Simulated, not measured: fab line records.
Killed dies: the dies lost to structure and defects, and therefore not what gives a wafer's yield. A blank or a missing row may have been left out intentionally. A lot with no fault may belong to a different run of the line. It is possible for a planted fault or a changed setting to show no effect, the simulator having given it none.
fab line records -- flow n5Finfet
record: lots: 7, wafers: 19, lastDay: 16
route steps=1938 shown BEOL_M0_CUTY@714 BEOL_M0@715 BEOL_M4@1111 PASSIVATION@1936
lots that met no fault: from a run of the same line without faults
startH: hours from the record's opening day to when the first of the lot's shown wafers began -- waitH: time in hours since the lot's previous step -- " identical to the entry in the row above -- L1.1+2: a single row standing in for several wafers -- - either no value or no given start -- * or withheld: withheld -- < > ~ a bound
route shown NAME@n: a module of which the file shows steps, and the number in the route of the first -- usual: mean/standard deviation taken from wafers without a fault -- same: alike in all rows -- chamber/n: place in a boat -- sites: the reading at each site -- _std_site: the values' standard deviation -- _edge_site: the outer-site mean with the inner-site mean subtracted -- radiusMm: for every site, how far away it sits from the centre of the wafer -- mask NAME#n: copy n -- behind: the most recent tool/chamber to have shaped the wafer -- hold: cause of the lot's hold/its duration in hours/its outcome -- device: the transistor (n, p or np) that didn't switch -- end of line: tests of these same wafers at the route's end -- a step with no rows: only its recipe -- killed: dies lost to structure and defects at the first sort, not the wafer's yield -- map: dies across one wafer; x = killed, . = not, _ = none there
set.NAME: the setting as run; set.NAME@STEP: as run at that earlier step -- model.NAME: the simulator's own value behind a step, which no gauge read
lots at some steps of the route; a table a step, a row a wafer
services: when a tool's chamber went out of use (startH, in hours from the record's first day, below 0 if earlier), for how many hours, and the reason
== steps ==
step: N5_BEOL_M0_CUTY_STRIP_64
recipe: chemistry: N2/H2, tempC: 40, n2FlowSccm: 200, h2FlowSccm: 200, rfFrequencyHz: 6e+07
step: N5_BEOL_M0_ETCH_138
recipe: chemistry: CH3F/O2, targetDepthA: 120, target: SiCN, timeS: 31.6, ionEnergyEv: 120, pressureMtorr: 30, sourceW: 395, biasW: 75, Ar_flow_sccm: 150, CH3F_flow_sccm: 30, O2_flow_sccm: 20, ends: cleared
step: N5_BEOL_M0_HM_OPEN_105
recipe: chemistry: Cl2/BCl3, targetDepthA: 120, target: TiN, ionEnergyEv: 150, pressureMtorr: 10, icpW: 1000, biasW: 126, Cl2_flow_sccm: 53.25, bcl3FlowSccm: 21.75, Ar_flow_sccm: 25
step: N5_BEOL_M0_STRIP_140
recipe: chemistry: CF4, resist: SiARC, powerW: 300, biasPowerW: 75, pressureMtorr: 50, cf4FlowSccm: 150, rfFrequencyHz: 6e+07
usual: drypumpMotorCurrentA: 5.9/0.45, oesProductAu: 0.76/0.066, rfVppV: 271.2/1.5, showerheadPlenumPTorr: 1.79/0.05, throttleValvePct: 13.66/0.22
lot.wafer,tool,chamber,startH,waitH,drypumpMotorCurrentA,oesProductAu,rfHoursCounterH,rfVppV,showerheadPlenumPTorr,throttleValvePct
L995.1,rieDiel-01,2,125.97,0.3,5.5,0.79,88,270.7,1.73,13.55
L995.3,rieDiel-01,0,125.97,0.3,5.9,0.75,150,268.6,1.72,13.39
L995.4,rieDiel-01,3,125.97,0.3,6.7,0.71,211,271.3,1.85,13.90
L999.2,rieDiel-04,0,144.50,0.2,5.3,0.71,192,272.8,1.77,13.56
L999.5,rieDiel-04,0,144.50,0.2,5.3,0.71,-,271.2,1.77,13.55
L999.6,rieDiel-04,3,144.50,0.2,5.6,0.68,-,272.2,1.85,14.09
L105.1,rieDiel-01,0,189.25,0.4,5.9,0.73,175,268.4,1.71,13.45
L105.5,rieDiel-01,0,189.25,0.4,5.8,0.73,-,270.8,1.71,13.47
L105.6,rieDiel-01,3,189.25,0.4,6.7,0.70,-,273.9,1.84,13.96
L106.2,rieDiel-01,3,189.31,0.5,6.6,0.70,235,272.8,1.84,13.95
L106.4,rieDiel-01,0,189.31,0.5,5.9,0.73,175,267.2,1.71,13.46
L109.2,rieDiel-01,3,201.80,0.2,6.7,0.69,240,271.2,1.84,13.96
L109.3,rieDiel-01,0,201.80,0.2,5.9,0.73,180,269.3,1.71,13.47
L112.1,rieDiel-01,0,225.62,0.1,5.9,0.72,189,269.6,1.71,13.50
L112.3,rieDiel-01,1,225.62,0.1,6.2,0.82,92,271.5,1.82,13.72
L112.6,rieDiel-01,1,225.62,0.1,6.2,0.81,-,269.9,1.82,13.70
L113.1,rieDiel-01,0,232.04,0.1,5.9,0.72,191,267.9,1.71,13.49
L113.2,rieDiel-01,1,232.04,0.1,6.1,0.81,94,272.3,1.82,13.73
L113.4,rieDiel-01,3,232.04,0.1,6.7,0.69,252,271.0,1.83,14.01
step: N5_BEOL_M0_STRIP_104
recipe: chemistry: N2/H2, powerW: 450, tempC: 40, pressureMtorr: 20, rfFrequencyHz: 6e+07, overashFraction: 0.3, biasPowerW: 7, h2Frac: 0.5, n2FlowSccm: 200, h2FlowSccm: 200
usual: drypumpMotorCurrentA: 5.9/0.44, oesProductAu: 0.77/0.068, rfVppV: 59.3/1.7, showerheadPlenumPTorr: 2.54/0.064, throttleValvePct: 23.68/0.26
same: overashFraction: 0.3
lot.wafer,tool,chamber,startH,waitH,drypumpMotorCurrentA,oesProductAu,rfHoursCounterH,rfVppV,showerheadPlenumPTorr,throttleValvePct
L995.1,rieDiel-01,2,125.99,0.0,5.6,0.80,88,56.9,2.47,24.01
L995.3,rieDiel-01,0,125.99,0.0,5.9,0.76,150,59.1,2.44,23.71
L995.4,rieDiel-01,3,125.99,0.0,6.7,0.71,211,59.6,2.60,23.53
L999.2,rieDiel-04,0,144.52,0.0,5.3,0.72,192,60.1,2.53,23.58
L999.5,rieDiel-04,0,144.52,0.0,5.3,0.70,-,54.4,2.53,23.54
L999.6,rieDiel-04,3,144.52,0.0,5.6,0.69,-,58.5,2.59,23.48
L105.1,rieDiel-01,0,189.27,0.0,5.9,0.73,175,58.0,2.43,23.75
L105.5,rieDiel-01,0,189.27,0.0,5.9,0.74,-,57.3,2.43,23.73
L105.6,rieDiel-01,3,189.27,0.0,6.7,0.69,-,59.9,2.59,23.58
L106.2,rieDiel-01,3,189.33,0.0,6.6,0.70,235,59.5,2.59,23.58
L106.4,rieDiel-01,0,189.33,0.0,5.9,0.74,175,58.5,2.43,23.72
L109.2,rieDiel-01,3,201.82,0.0,6.7,0.69,240,58.2,2.59,23.58
L109.3,rieDiel-01,0,201.82,0.0,5.9,0.75,180,58.3,2.43,23.74
L112.1,rieDiel-01,0,225.64,0.0,5.9,0.73,189,57.4,2.42,23.75
L112.3,rieDiel-01,1,225.64,0.0,6.2,0.82,92,59.1,2.57,23.98
L112.6,rieDiel-01,1,225.64,0.0,6.2,0.82,-,58.1,2.57,23.99
L113.1,rieDiel-01,0,232.06,0.0,5.9,0.72,191,57.6,2.42,23.77
L113.2,rieDiel-01,1,232.06,0.0,6.2,0.81,94,59.1,2.57,23.99
L113.4,rieDiel-01,3,232.06,0.0,6.7,0.68,252,59.4,2.58,23.57
step: N5_BEOL_M0_WET_ETCH_106
recipe: chemistry: DHF, dilution: 10:1, tempC: 25, target: SiO2, targetDepthA: 1300, dry: ipaMarangoni, rinseTimeS: 30, rinseTempC: 23
step: N5_BEOL_M0_ETCH_128
recipe: chemistry: CF4/N2, targetDepthA: 120, overetchA: 51, target: SiCN, timeS: 21.4, ionEnergyEv: 150, pressureMtorr: 40, sourceW: 430, biasW: 70, Ar_flow_sccm: 100, cf4FlowSccm: 60, n2FlowSccm: 60
step: N5_BEOL_M0_TRENCH_ETCH_107
recipe: chemistry: C4F6/O2, targetDepthA: 328, target: SiOC, timeS: 16.4, ionEnergyEv: 250, pressureMtorr: 30, sourceW: 355, biasW: 185, Ar_flow_sccm: 300, C4F6_flow_sccm: 10, O2_flow_sccm: 10
step: N5_BEOL_M0_STRIP_142
recipe: chemistry: N2/H2, timeS: 10, powerW: 450, tempC: 40, pressureMtorr: 20, rfFrequencyHz: 6e+07, biasPowerW: 7, n2FlowSccm: 200, h2FlowSccm: 200
step: N5_BEOL_M0_OCD_MEAS_108
usual: trenchDepthNm: 32.5/0.63
lot.wafer,tool,chamber,startH,waitH,trenchDepthNm
L995.1,ocd-02,-,126.26,0.1,33.6
L995.3,ocd-02,-,126.26,0.1,32.5
L995.4,ocd-02,-,126.26,0.1,33.9
L999.2,ocd-01,-,144.80,0.1,32.2
L999.5,ocd-01,-,144.80,0.1,32.1
L999.6,ocd-01,-,144.80,0.1,33.2
L105.1,ocd-01,-,189.54,0.1,33.1
L105.5,ocd-01,-,189.54,0.1,32.3
L105.6,ocd-01,-,189.54,0.1,33.4
L106.2,ocd-02,-,189.78,0.1,32.6
L106.4,ocd-02,-,189.78,0.1,31.7
L109.2,ocd-02,-,202.39,0.1,32.6
L109.3,ocd-02,-,202.39,0.1,33.3
L112.1,ocd-01,-,226.20,0.1,32.9
L112.3,ocd-01,-,226.20,0.1,31.8
L112.6,ocd-01,-,226.20,0.1,32.4
L113.1,ocd-02,-,232.65,0.1,32.6
L113.2,ocd-02,-,232.65,0.1,31.8
L113.4,ocd-02,-,232.65,0.1,31.8
step: N5_BEOL_M0_HM_STRIP_129
recipe: chemistry: peroxideTinStrip, material: TiN, targetDepthA: 170, tempC: 50, timeS: 108
step: N5_BEOL_M0_SRD_130
recipe: timeS: 30, tempC: 23, rinseLiquid: diw, dry: ipaMarangoni
step: N5_BEOL_M0_ETCH_109
recipe: chemistry: CH3F/O2, targetDepthA: 80, overetchA: 24, target: SiCN, timeS: 27.4, ionEnergyEv: 120, pressureMtorr: 30, sourceW: 395, biasW: 75, Ar_flow_sccm: 150, CH3F_flow_sccm: 30, O2_flow_sccm: 20
usual: drypumpMotorCurrentA: 6.0/0.44, oesProductAu: 0.66/0.05, rfVppV: 297.4/1.4, showerheadPlenumPTorr: 2.00/0.063, throttleValvePct: 16.41/0.2
lot.wafer,tool,chamber,startH,waitH,drypumpMotorCurrentA,oesProductAu,rfHoursCounterH,rfVppV,showerheadPlenumPTorr,throttleValvePct,model.SiOC_of_BEOL_M0_SAQP_ILD_DEP_01.thkNm
L995.1,rieDiel-01,3,126.63,0.3,6.6,0.62,211,298.0,2.07,16.63,41.6
L995.3,rieDiel-01,0,126.63,0.3,5.9,0.65,150,295.4,1.91,16.14,42.4
L995.4,rieDiel-01,2,126.63,0.3,5.6,0.68,88,296.4,1.92,16.30,42.6
L999.2,rieDiel-01,2,144.91,0.0,5.6,0.68,94,295.5,1.92,16.29,41.8
L999.5,rieDiel-01,3,144.91,0.0,6.6,0.63,-,297.1,2.07,16.67,41.6
L999.6,rieDiel-01,2,144.91,0.0,5.6,0.67,-,296.6,1.92,16.30,41.4
L105.1,rieDiel-01,3,190.34,0.7,6.7,0.60,235,298.2,2.06,16.68,40.6
L105.5,rieDiel-01,0,190.34,0.7,5.9,0.63,-,297.0,1.91,16.19,43
L105.6,rieDiel-01,1,190.34,0.7,6.2,0.71,-,297.0,2.02,16.42,42.6
L106.2,rieDiel-01,2,190.42,0.6,5.5,0.65,112,296.8,1.92,16.33,41.4
L106.4,rieDiel-01,0,190.42,0.6,5.9,0.63,175,295.8,1.91,16.18,42.8
L109.2,rieDiel-01,3,202.50,0.0,6.7,0.59,240,297.5,2.06,16.68,41
L109.3,rieDiel-01,1,202.50,0.0,6.2,0.71,83,298.6,2.02,16.44,42.2
L112.1,rieDiel-02,2,226.31,0.0,6.6,0.61,187,297.7,2.09,16.83,42.6
L112.3,rieDiel-02,3,226.31,0.0,5.2,0.61,208,297.6,2.00,16.31,43
L112.6,rieDiel-02,1,226.31,0.0,5.8,0.64,-,296.4,2.00,16.56,43
L113.1,rieDiel-02,1,232.99,0.3,5.8,0.63,169,296.9,2.00,16.55,42.2
L113.2,rieDiel-02,0,232.99,0.3,6.2,0.76,40,298.5,2.06,16.30,42.6
L113.4,rieDiel-02,2,232.99,0.3,6.7,0.62,189,297.7,2.09,16.84,42.4
step: N5_BEOL_M0_STRIP_139
recipe: chemistry: postEtchResidueRemover, timeS: 60, tempC: 25, removerPh: withheld, removerWaterWtPct: withheld, removerFluorideWtPct: withheld
step: N5_BEOL_M0_SRD_111
recipe: timeS: 30, tempC: 23, rinseLiquid: diw, dry: ipaMarangoni
step: N5_BEOL_M0_DEGAS_112
recipe: ambient: vacuum, tempC: 250, timeS: 60
step: N5_BEOL_M0_PRE_CLEAN_113
recipe: gas: H2/He, timeS: 30, tempC: 250
step: N5_BEOL_M0_ALD_136
recipe: material: TaN, targetThkA: *, tempC: 275, aldPrecursorFamily: PDMAT, aldCoReactant: NH3, pressureTorr: 3, carrierFlowSccm: 1500, pulseTimeS: 2, purgeTimeS: 3, coReactantPurgeTimeS: 2, coReactantPulseTimeS: 3, aldCycles: 30, precursorVesselTempC: 75, precursorVesselPressureTorr: 26.25, precursorVesselCarrierSccm: 1000
step: N5_BEOL_M0_SURFACE_TREAT_137
recipe: gas: Ar, timeS: *, ionEnergyEv: *, ionCurrentMaCm2: 0.5, pressureMtorr: *, arFlowSccm: 30
step: N5_BEOL_M0_CVD_115
recipe: material: Co, targetThkA: *, tempC: withheld, precursor: CCTBA/H2, pressureTorr: 30, timeS: 120
step: N5_BEOL_M0_SPUTTER_116
recipe: material: Cu, targetThkA: 40, tempC: -20, chamberPressurePa: 0.07, powerW: withheld, timeS: 7.37
step: N5_BEOL_M0_ANNEAL_117
recipe: tempC: 400, timeS: 60, ambient: vacuum
usual: heaterPowerW: 806/90
lot.wafer,tool,chamber,startH,waitH,heaterPowerW
L995.1,pvdSputter-01,-,127.84,0.0,805
L995.3,pvdSputter-01,-,127.84,0.0,957
L995.4,pvdSputter-01,-,127.84,0.0,750
L999.2,pvdSputter-02,-,145.92,0.0,1031
L999.5,pvdSputter-02,-,145.92,0.0,1041
L999.6,pvdSputter-02,-,145.92,0.0,780
L105.1,pvdSputter-03,-,193.74,0.0,687
L105.5,pvdSputter-03,-,193.74,0.0,809
L105.6,pvdSputter-03,-,193.74,0.0,759
L106.2,pvdSputter-03,-,194.18,0.0,819
L106.4,pvdSputter-03,-,194.18,0.0,684
L109.2,pvdSputter-03,-,204.74,0.0,827
L109.3,pvdSputter-03,-,204.74,0.0,833
L112.1,pvdSputter-02,-,227.85,0.0,757
L112.3,pvdSputter-02,-,227.85,0.0,765
L112.6,pvdSputter-02,-,227.85,0.0,756
L113.1,pvdSputter-03,-,234.40,0.0,830
L113.2,pvdSputter-03,-,234.40,0.0,782
L113.4,pvdSputter-03,-,234.40,0.0,824
step: N5_BEOL_M0_SPUTTER_132
recipe: material: Cu, targetThkA: 40, tempC: -20, chamberPressurePa: 0.07, powerW: withheld, timeS: 7.37
step: N5_BEOL_M0_ANNEAL_133
recipe: tempC: 400, timeS: 60, ambient: vacuum
step: N5_BEOL_M0_SPUTTER_134
recipe: material: Cu, targetThkA: 40, tempC: -20, chamberPressurePa: 0.07, powerW: withheld, timeS: 7.37
step: N5_BEOL_M0_ANNEAL_135
recipe: tempC: 400, timeS: 60, ambient: vacuum
usual: heaterPowerW: 805/89
lot.wafer,tool,chamber,startH,waitH,heaterPowerW
L995.1,pvdSputter-01,-,128.08,0.0,765
L995.3,pvdSputter-01,-,128.08,0.0,944
L995.4,pvdSputter-01,-,128.08,0.0,748
L999.2,pvdSputter-02,-,146.16,0.0,1026
L999.5,pvdSputter-02,-,146.16,0.0,1053
L999.6,pvdSputter-02,-,146.16,0.0,776
L105.1,pvdSputter-03,-,193.98,0.0,699
L105.5,pvdSputter-03,-,193.98,0.0,833
L105.6,pvdSputter-03,-,193.98,0.0,740
L106.2,pvdSputter-03,-,194.42,0.0,852
L106.4,pvdSputter-03,-,194.42,0.0,702
L109.2,pvdSputter-03,-,204.98,0.0,829
L109.3,pvdSputter-03,-,204.98,0.0,826
L112.1,pvdSputter-02,-,228.09,0.0,752
L112.3,pvdSputter-02,-,228.09,0.0,764
L112.6,pvdSputter-02,-,228.09,0.0,747
L113.1,pvdSputter-03,-,234.64,0.0,821
L113.2,pvdSputter-03,-,234.64,0.0,769
L113.4,pvdSputter-03,-,234.64,0.0,854
step: N5_BEOL_M0_SPUTTER_141
recipe: material: Cu, targetThkA: 40, tempC: -20, chamberPressurePa: 0.07, powerW: withheld, timeS: 7.37
step: N5_BEOL_M0_ECD_118
recipe: material: Cu, targetThkA: 3000
step: N5_BEOL_M0_ANNEAL_119
recipe: tempC: 225, timeS: 90, ambient: N2
usual: wafer_temp_C_max: 225.9/0.32
lot.wafer,tool,chamber,startH,waitH,wafer_temp_C_max
L995.1,rtpAnneal-02,0,128.48,0.2,226.1
L995.3,rtpAnneal-02,0,128.48,0.2,225.6
L995.4,rtpAnneal-02,0,128.48,0.2,225.8
L999.2,rtpAnneal-02,0,146.47,0.1,225.7
L999.5,rtpAnneal-02,0,146.47,0.1,225.7
L999.6,rtpAnneal-02,0,146.47,0.1,225.7
L105.1,rtpAnneal-01,0,194.21,0.1,225.6
L105.5,rtpAnneal-01,0,194.21,0.1,225.9
L105.6,rtpAnneal-01,0,194.21,0.1,226.0
L106.2,rtpAnneal-02,0,194.70,0.1,225.7
L106.4,rtpAnneal-02,0,194.70,0.1,225.6
L109.2,rtpAnneal-01,0,205.26,0.1,226.1
L109.3,rtpAnneal-01,0,205.26,0.1,226.4
L112.1,rtpAnneal-01,0,228.32,0.1,226.1
L112.3,rtpAnneal-01,0,228.32,0.1,226.0
L112.6,rtpAnneal-01,0,228.32,0.1,226.0
L113.1,rtpAnneal-02,0,234.87,0.1,225.8
L113.2,rtpAnneal-02,0,234.87,0.1,226.1
L113.4,rtpAnneal-02,0,234.87,0.1,225.9
step: N5_BEOL_M0_CMP_120
recipe: stopOn: SiOC, tOverpolishS: 6.9, downForcePsi: 1, platenRpm: 50, clearingPlatenDownForcePsi: 1.5, clearingPlatenRpm: 50, postCmpClean: cuAlkaline, clearingPlatenPadVelocityMS: 0.99484, padVelocityMS: 0.99484
usual: barrierFieldEndpointS: 3.61/0.11, headPressurePsi: 0.9999/0.0022, motorCurrentA: 6.2/0.63, overpolishRunS: 6.900/0.0091, timeToEndpointS: 61/3.1
same: tOverpolishS: 6.9
lot.wafer,tool,chamber,startH,waitH,barrierFieldEndpointS,headPressurePsi,motorCurrentA,overpolishRunS,timeToEndpointS,model.SiOC_of_BEOL_M0_SAQP_ILD_DEP_01.thkNm
L995.1,cmp-04,1,128.78,0.3,3.50,1.0016,5.4,6.901,65,38.4
L995.4,cmp-04,2,128.78,0.3,3.52,0.9995,7.3,6.910,59,39.6
L995.3,cmp-04,3,128.78,0.3,3.50,0.9998,5.7,6.899,62,39.4
L999.2,cmp-01,3,146.81,0.3,3.46,0.9994,5.3,6.894,64,38.8
L999.6,cmp-01,1,146.81,0.3,3.55,1.0060,5.0,6.901,60,38.4
L999.5,cmp-01,2,146.81,0.3,3.58,1.0016,7.4,6.902,64,38.6
L105.1,cmp-01,2,194.59,0.3,3.55,0.9996,7.0,6.895,62,37.6
L105.5,cmp-01,0,194.59,0.3,3.61,0.9996,6.9,6.898,65,40
L105.6,cmp-01,1,194.59,0.3,3.58,1.0011,5.4,6.907,61,39.6
L106.2,cmp-04,2,194.95,0.2,3.59,0.9998,7.2,6.896,62,38.4
L106.4,cmp-04,1,194.95,0.2,3.61,0.9990,5.8,6.896,66,39.6
L109.3,cmp-01,2,205.55,0.2,3.58,1.0014,7.4,6.905,71,39
L109.2,cmp-01,0,205.55,0.2,3.52,0.9958,6.9,6.906,67,37.8
L112.1,cmp-02,3,230.65,2.3,3.49,1.0050,6.0,6.892,59,39.6
L112.3,cmp-02,2,230.65,2.3,3.44,0.9985,6.2,6.907,61,39.8
L112.6,cmp-02,3,230.65,2.3,3.46,1.0034,6.1,6.885,60,39.8
L113.1,cmp-02,2,235.34,0.4,3.66,0.9985,6.1,6.903,61,39
L113.4,cmp-02,0,235.34,0.4,3.57,0.9997,6.1,6.895,56,39.4
L113.2,cmp-02,1,235.34,0.4,3.73,0.9994,6.8,6.900,64,39.6
step: N5_BEOL_M4_RC_MEAS_101
usual: DIBL_N: 36.1/1.6, DIBL_P: 35.8/2.1, IOFF_N: 0.16/0.031, IOFF_P: 0.21/0.034, ION_N: 673/12, ION_P: 461/7.2, SS_N: 71.4/0.59, SS_P: 73.3/0.63, VT_N: 250/3.1, VT_P: -250/3.3
lot.wafer,tool,chamber,startH,waitH,DIBL_N[mV/V],DIBL_P[mV/V],IOFF_N[nA/um],IOFF_P[nA/um],ION_N[uA/um],ION_P[uA/um],SS_N[mV/dec],SS_P[mV/dec],VT_N[mV],VT_P[mV]
L995.1,prober-01,0,175.36,0.0,37.0,37.4,0.18,0.23,677,466,71.5,73.3,248,-248
L995.3,prober-01,0,175.36,0.0,40.3,41.5,0.26,0.31,702,479,73.1,74.3,244,-245
L995.4,prober-01,0,175.36,0.0,34.9,34.2,0.13,0.17,660,455,71.8,72.4,253,-251
L999.2,prober-01,0,203.01,0.2,38.2,37.8,0.18,0.23,680,463,72.2,73.3,251,-249
L999.5,prober-01,0,203.01,0.2,40.0,41.0,0.21,0.29,679,465,72.3,74.3,247,-246
L999.6,prober-01,0,203.01,0.2,39.5,39.4,0.21,0.25,690,462,72.2,73.2,246,-247
L105.1,prober-01,0,246.05,0.0,35.5,36.0,0.16,0.21,678,464,71.0,72.8,249,-250
L105.5,prober-01,0,246.05,0.0,35.3,35.9,0.16,0.21,677,470,70.7,73.3,248,-251
L105.6,prober-01,0,246.05,0.0,33.9,34.3,0.13,0.19,677,466,70.7,73.5,251,-250
L106.2,prober-01,0,250.93,0.2,34.7,33.3,0.13,0.17,663,451,71.2,72.7,251,-255
L106.4,prober-01,0,250.93,0.2,33.9,32.5,0.13,0.16,677,461,70.8,72.7,249,-252
L109.2,prober-01,0,259.82,0.2,37.1,37.5,0.19,0.23,676,464,71.8,73.4,250,-248
L109.3,prober-01,0,259.82,0.2,32.4,31.9,0.11,0.15,649,451,69.9,72.0,253,-254
L112.1,prober-01,0,280.84,0.0,39.6,40.8,0.21,0.29,676,466,72.4,75.0,243,-247
L112.3,prober-01,0,280.84,0.0,37.1,36.2,0.16,0.20,670,458,71.8,72.8,249,-250
L112.6,prober-01,0,280.84,0.0,37.7,38.0,0.19,0.22,682,460,72.4,73.3,250,-247
L113.1,prober-01,0,284.14,0.0,32.9,31.4,0.10,0.15,633,446,70.2,71.6,260,-256
L113.2,prober-01,0,284.14,0.0,35.6,34.5,0.14,0.20,675,460,71.4,73.2,252,-253
L113.4,prober-01,0,284.14,0.0,34.8,34.1,0.13,0.19,660,449,70.8,72.9,251,-253
step: N5_PASSIVATION_PROBE_49
usual: defectLimitedYield: 91.0/1.5, killed_at_M0_to_M3: 35/11, killed_at_M4_up: 13/6, killedAtContacts: 14/6.5, killedAtFrontEnd: 40/12, killedAtOther: 4/3.4, killedDies: 106/18, killedOpen: 68/14, killedShort: 35/7.7, sort_bin_5_function: 5.2/0.98, sort_bin_6_memory: 3.4/0.72, sort_bin_8_speed: 0.02/0.24, sortNPass: 1074/18, sortYieldPct: 91.0/1.5
same: grossDies: 1180, killedAtBackSide: 0, sort_bin_4_leakage[%]: 0
lot.wafer,tool,chamber,startH,waitH,defectLimitedYield[%],killed_at_M0_to_M3,killed_at_M4_up,killedAtContacts,killedAtFrontEnd,killedAtOther,killedDies,killedOpen,killedShort,sort_bin_5_function[%],sort_bin_6_memory[%],sort_bin_8_speed[%],sortNPass,sortYieldPct[%]
L105.1,prober-02,-,352.03,0.0,93.9,13,16,12,29,2,72,39,32,3.3,2.5,0,1108,93.9
L105.5,prober-02,-,352.23,0.2,93.2,31,14,1,32,2,80,53,25,4.9,1.7,0,1100,93.2
L105.6,prober-02,-,352.28,0.3,92.6,32,10,13,25,7,87,63,22,4.1,3.1,0,1093,92.6
killed by level:class
L105.1 MOL_CONTACT_COAG:geometricParticle:open=7 ILD0:geometricParticle:short=5 BEOL_M4:geometricParticle:open=5 FIN_SAQP:geometricParticle:short=4 ILD0:geometricParticle:open=4 GATE_CUT:geometricParticle:short=4 MOL_CONTACT_COAG:geometricParticle:short=4 BEOL_M1:geometricParticle:open=4
L105.5 BEOL_M3:geometricParticle:open=9 BEOL_M1:geometricParticle:open=6 FIN_SAQP:geometricParticle:open=4 FIN_SAQP:geometricParticle:short=4 STI_FIN_REVEAL:geometricParticle:open=4 ILD0:geometricParticle:open=4 ILD0:geometricParticle:short=4 BEOL_M5:geometricParticle:open=4
L105.6 MOL_CONTACT_COAG:geometricParticle:open=11 BEOL_M0_SAQP:geometricParticle:open=7 BEOL_M1:geometricParticle:open=6 BEOL_M3:geometricParticle:open=5 GATE_CUT:geometricParticle:open=4 BEOL_M2:geometricParticle:open=4 DUMMY_GATE:geometricParticle:open=3 BEOL_M0_SAQP:geometricParticle:short=3
== services ==
tool,chamber,startH,hours,kind
pvdSputter-03,-,108.54,2.4,repair
cmp-04,-,117.69,8.8,repair
cmp-02,-,131.67,0.6,repair
rieDiel-04,3,149.90,3.7,repair
cmp-04,-,158.55,12.5,pm
rieDiel-02,2,165.11,1.6,repair
rieDiel-02,1,169.68,5.5,repair
rieDiel-04,3,174.05,-,clean
rieDiel-04,3,174.05,-,consumableReplace:focusRing
rieDiel-04,3,174.05,32.0,scheduledDown
rieDiel-04,3,174.05,32.0,ventCycle
rieDiel-02,-,176.27,14.6,pm
cmp-01,-,182.90,1.0,repair
cmp-01,-,190.13,0.5,repair
rieDiel-04,0,192.97,14.7,repair
pvdSputter-02,-,205.02,2.0,repair
cmp-01,-,215.26,4.0,pm
cmp-01,-,219.26,-,consumableReplace:conditioner
cmp-01,-,219.26,-,consumableReplace:pad
cmp-02,-,231.34,4.0,pm
cmp-04,-,233.64,1.8,repair
cmp-02,-,235.34,-,consumableReplace:conditioner
cmp-02,-,235.34,-,consumableReplace:pad
== key ==
firstSign none at tools or gauges
modelEffect: step: N5_BEOL_M0_ETCH_109, value: SiOC_of_BEOL_M0_SAQP_ILD_DEP_01.thkNm, without: 42.2, struck: 41
modelEffect: step: N5_BEOL_M0_CMP_120, value: SiOC_of_BEOL_M0_SAQP_ILD_DEP_01.thkNm, without: 39, struck: 37.93
metAt N5_BEOL_M0_ETCH_109
struckWafers L105.1,L106.2,L109.2
onsetBetween 144.91 190.34
fault: kind: processParameterDrift, tool: rieDiel-01, chamber: -, onsetH: 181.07, steps: N5_BEOL_M0_ETCH_109, channel: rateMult, offset: 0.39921, shape: step, endH: 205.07, scope: struckWafersOnly
